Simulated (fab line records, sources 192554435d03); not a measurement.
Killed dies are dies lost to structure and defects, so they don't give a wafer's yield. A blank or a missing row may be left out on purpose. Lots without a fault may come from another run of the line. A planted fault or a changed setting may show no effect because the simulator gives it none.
Chamber matching | flow n5_finfet | N5_FIN_CUT_CUT_ETCH_28 on rie_si-03: 4 sister chambers
The step etches Si in HBr/Cl2/O2, target depth 6 nm, time 2.4 s. 7 wafers are shown with their chamber, then 7 later ones without.

WAFERS WITH THEIR CHAMBER
wafer  | chamber | drypump_motor_current_A (A) | throttle_valve_pct (%)
L077.4 | 1       | 5.2                         | 37.21
L078.3 | 2       | 5.8                         | 36.81
L080.2 | 2       | 5.8                         | 36.81
L080.4 | 3       | 5.8                         | 36.86
L080.6 | 0       | 6.4                         | 36.91
L082.1 | 0       | 6.3                         | 36.92
L082.4 | 3       | 5.8                         | 36.86

WAFERS WITHOUT THEIR CHAMBER
wafer  | drypump_motor_current_A (A) | throttle_valve_pct (%)
L082.6 | 6.4                         | 36.93
L090.1 | 5.8                         | 36.85
L090.2 | 6.3                         | 36.91
L090.6 | 6.3                         | 36.93
L096.1 | 6.3                         | 36.93
L096.2 | 5.8                         | 36.80
L096.4 | 5.2                         | 37.22

WHICH CHAMBER EACH WENT THROUGH
wafer  | from the rows above | in truth
L082.6 | 0                   | 0
L090.1 | 3                   | 3
L090.2 | 0                   | 0
L090.6 | 0                   | 0
L096.1 | 0                   | 0
L096.2 | 2                   | 2
L096.4 | 1                   | 1
Placed correctly: 7 of 7. Can't be placed from these rows: 0. Placed wrongly: 0.
How it was worked out, from the rows above alone: a wafer's distance from a chamber is the root of the sum, over the readings, of the square of ((its reading less the chamber's mean) divided by the reading's scatter). The wafer belongs to the nearest chamber; if the next one is less than 2 further off, it can't be placed. A chamber's mean is the mean of its shown wafers. The scatter: the root of (the sum of the squares of (reading less its chamber's mean) over the shown wafers, divided by (wafers less chambers)).
